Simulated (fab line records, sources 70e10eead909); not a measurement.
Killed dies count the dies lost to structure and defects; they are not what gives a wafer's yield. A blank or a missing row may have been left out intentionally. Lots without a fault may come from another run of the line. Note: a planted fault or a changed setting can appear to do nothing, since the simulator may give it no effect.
A lot that was struck, set against a sound lot    flow nandHarc    14 steps out of a route of 1159
Sound: wafers L759.2, L759.3, L759.4. Struck: wafer L771.4 (left out: L771.6, a lot-mate that was not struck); the cause follows at the end.
At each step with rows: each side's tool, then ch and its chambers, then its first start. Under that, the readings that differ: sound wafers    struck wafers    difference of the means    sigmas: that difference in standard deviations of wafers without a fault.
alike: words and numbers the same on both sides, and readings whose means are apart by under 2 such deviations; not compared: readings that were withheld, readings missing a value for some wafer, numbers with overlapping values and no deviation given by the record, and bounds like >300 which may hide the same value.
Wherever a step has rows on one side only, a row that says differs or no value, or a row with sigmas, the two part there. Numbers that have no deviation but don't overlap get no sigmas and don't part them. Lack of a reading on every wafer of one side parts them only where that side has two or more wafers.

first, 9 steps without rows for these wafers: NHARC_A_STAIRCASE_DEHYDRATE_176 (time 120 s); NHARC_A_STAIRCASE_HMDS_177 (time 30 s); NHARC_A_STAIRCASE_COAT_178; NHARC_A_STAIRCASE_SOFTBAKE_179 (time 170 s); NHARC_A_STAIRCASE_EBR_180; NHARC_A_STAIRCASE_EXPOSE_181 (exposes mask STAIR 2); NHARC_A_STAIRCASE_PEB_182 (peb time 130 s); NHARC_A_STAIRCASE_DEVELOP_183 (time 140 s); NHARC_A_STAIRCASE_HARDBAKE_185 (time 140 s).
NHARC_A_STAIRCASE_DESCUM_186: chemistry O2, time 3 s.
  sound on rieDiel-11 ch 0,2,3, day 11 23:37; struck on rieDiel-11 ch 3, day 15 01:31
reading              sound     struck  difference  sigmas
rfHoursCounterH (h)  17 24 24  53      +31         
  alike: drypumpMotorCurrentA, oesProductAu, rfVppV, showerheadPlenumPTorr, throttleValvePct
NHARC_A_STAIRCASE_TRIM_187: chemistry O2, time 211.2 s.
  sound on rieDiel-11 ch 0,1,2, day 11 23:43; struck on rieDiel-11 ch 0, day 15 01:36
reading              sound     struck  difference  sigmas
rfHoursCounterH (h)  25 24 17  41      +19         
  alike: drypumpMotorCurrentA, oesProductAu, rfVppV, showerheadPlenumPTorr, throttleValvePct
NHARC_A_STAIRCASE_ETCH_188: etches the open film in C4F8/O2, target depth 100 nm, time 40.5 s.
  sound on rieDiel-11 ch 0,2,3, day 12 00:03; struck on rieDiel-11 ch 0, day 15 01:44
reading              sound           struck  difference  sigmas
rfHoursCounterH (h)  17 24 24        41      +19         
runLengthS (s)       62.2 61.9 62.3  51.6    -10.5       -32
  alike: oesProductAu, rfVppV
  not compared: rfFwdPowerW
NHARC_A_STAIRCASE_TRIM_189: chemistry O2, time 211.2 s.
  sound on rieDiel-11 ch 0,2,3; struck on rieDiel-11 ch 2
reading              sound              struck  difference  sigmas
oesProductAu (a.u.)  0.993 1.010 0.992  1.024   +0.026      +3
rfHoursCounterH (h)  17 24 24           52      +30         
  alike: drypumpMotorCurrentA, rfVppV, showerheadPlenumPTorr, throttleValvePct
-- the record jumps here: 9 days lie between the struck wafers' starts before and after (it left off in module A_STAIRCASE and takes up again in module END, whose first step shown is number 1159 of the route) --
NHARC_END_SORT_01:
  only the struck wafers appear in the record here, on prober-01 ch 0 at day 24 06:38; the sound ones have no rows

== WHERE THEY PART ==
At NHARC_A_STAIRCASE_ETCH_188 first; at NHARC_END_SORT_01 last (within this record only).

WHY: the cause the simulator had injected
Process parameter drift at NHARC_A_STAIRCASE_ETCH_188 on rieDiel-11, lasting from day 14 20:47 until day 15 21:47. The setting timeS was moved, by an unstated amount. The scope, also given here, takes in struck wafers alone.
